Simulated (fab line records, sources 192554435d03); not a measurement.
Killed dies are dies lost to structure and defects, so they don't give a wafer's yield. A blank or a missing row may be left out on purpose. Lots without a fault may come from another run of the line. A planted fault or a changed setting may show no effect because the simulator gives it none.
Which tool did it? | flow n5_finfet | 24 lots, 72 wafers sampled, at 2 steps of a route of 1938

WHAT THE GAUGES READ, wafer by wafer
N5_BEOL_M11_THK_MEAS_53: measures by xrf. Usual: M11_THK 145 nm, standard deviation 3.5.
lot  | measured     | on            | M11_THK (nm) | flag
L075 | day 10 14:43 | film_metro-01 | 153 146 147  |
L074 | day 11 02:17 | film_metro-01 | 143 150 144  |
L076 | day 11 02:35 | film_metro-02 | 143 142 148  |
L078 | day 11 21:17 | film_metro-02 | 142 142 147  |
L077 | day 11 23:15 | film_metro-01 | 148 142 141  |
L080 | day 11 23:38 | film_metro-02 | 140 143 144  |
L079 | day 12 03:22 | film_metro-01 | 152 148 148  |
L081 | day 12 06:31 | film_metro-02 | 148 148 142  |
L082 | day 12 21:19 | film_metro-02 | 144 147 147  |
L084 | day 13 09:47 | film_metro-02 | 142 148 144  |
L085 | day 13 10:02 | film_metro-01 | 140 141 143  |
L083 | day 13 10:07 | film_metro-02 | 143 144 149  |
L086 | day 13 14:14 | film_metro-02 | 145 147 140  |
L087 | day 13 16:57 | film_metro-02 | 144 151 144  |
L088 | day 13 23:39 | film_metro-01 | 144 148 144  |
L091 | day 14 22:42 | film_metro-02 | 140 140 145  |
L089 | day 15 02:16 | film_metro-01 | 146 145 149  |
L090 | day 15 04:32 | film_metro-01 | 145 146 139  |
L093 | day 15 07:01 | film_metro-02 | 143 152 145  |
L092 | day 15 12:44 | film_metro-02 | 142 144 144  |
L095 | day 16 05:49 | film_metro-01 | 143 140 141  |
L094 | day 16 06:25 | film_metro-02 | 145 147 144  |
L096 | day 16 11:19 | film_metro-01 | 143 150 149  |
L097 | day 16 12:49 | film_metro-02 | 145 151 145  |

N5_BEOL_M11_RS_MEAS_57: measures by four-point-probe. Usual: M11_RS 0.151 ohm/sq, standard deviation 0.0037.
lot  | measured     | on            | M11_RS (ohm/sq)   | flag
L075 | day 10 14:50 | film_metro-01 | 0.145 0.152 0.150 |
L074 | day 11 02:25 | film_metro-01 | 0.151 0.144 0.151 |
L076 | day 11 02:43 | film_metro-02 | 0.153 0.153 0.147 |
L078 | day 11 21:26 | film_metro-01 | 0.153 0.153 0.147 |
L077 | day 11 23:25 | film_metro-02 | 0.147 0.154 0.154 |
L080 | day 11 23:47 | film_metro-02 | 0.157 0.153 0.153 |
L079 | day 12 03:31 | film_metro-02 | 0.144 0.149 0.149 |
L081 | day 12 06:38 | film_metro-01 | 0.148 0.148 0.154 |
L082 | day 12 21:26 | film_metro-01 | 0.152 0.148 0.149 |
L084 | day 13 09:55 | film_metro-01 | 0.154 0.147 0.151 |
L085 | day 13 10:10 | film_metro-01 | 0.156 0.155 0.152 |
L083 | day 13 10:14 | film_metro-01 | 0.153 0.152 0.146 |
L086 | day 13 14:21 | film_metro-02 | 0.150 0.150 0.157 |
L087 | day 13 17:05 | film_metro-01 | 0.152 0.145 0.154 |
L088 | day 13 23:47 | film_metro-02 | 0.154 0.150 0.155 |
L091 | day 14 22:57 | film_metro-02 | 0.157 0.157 0.151 |
L089 | day 15 02:24 | film_metro-01 | 0.152 0.152 0.147 |
L090 | day 15 04:40 | film_metro-01 | 0.151 0.151 0.157 |
L093 | day 15 07:08 | film_metro-02 | 0.154 0.145 0.152 |
L092 | day 15 12:52 | film_metro-02 | 0.157 0.154 0.155 |
L095 | day 16 05:56 | film_metro-02 | 0.153 0.156 0.156 |
L094 | day 16 06:33 | film_metro-02 | 0.150 0.148 0.151 |
L096 | day 16 11:27 | film_metro-01 | 0.153 0.145 0.146 |
L097 | day 16 12:56 | film_metro-02 | 0.151 0.145 0.151 |

WHICH TOOL RAN EACH LOT (tool, then ch and the chambers of the sampled wafers, then the start)
The record holds no process step before these readings.

WHAT THE TOOLS THEMSELVES READ (means of the sampled wafers that have a number; where no wafer has one, the mark that the record gives instead)
The record holds no such reading with a usual standard deviation.

THE ANSWER, worked out from the rows above alone
Rule: a lot is off if the mean of its wafers that have a number lies more than 3 standard deviations from the usual mean. A lot without any number at a reading at which 4 lots or more have one is off too. The other lots that the step has rows for count as sound. The gauges are gone through in route order, then the tools' own readings, and for those a lot's mean is taken as printed above. The first step at which some lot is off is used, and at that step the reading that is off furthest; a lot without a number counts as furthest.
No lot is off at any reading shown: from this, nothing can be told.

WHAT THE SIMULATOR HAD PUT IN
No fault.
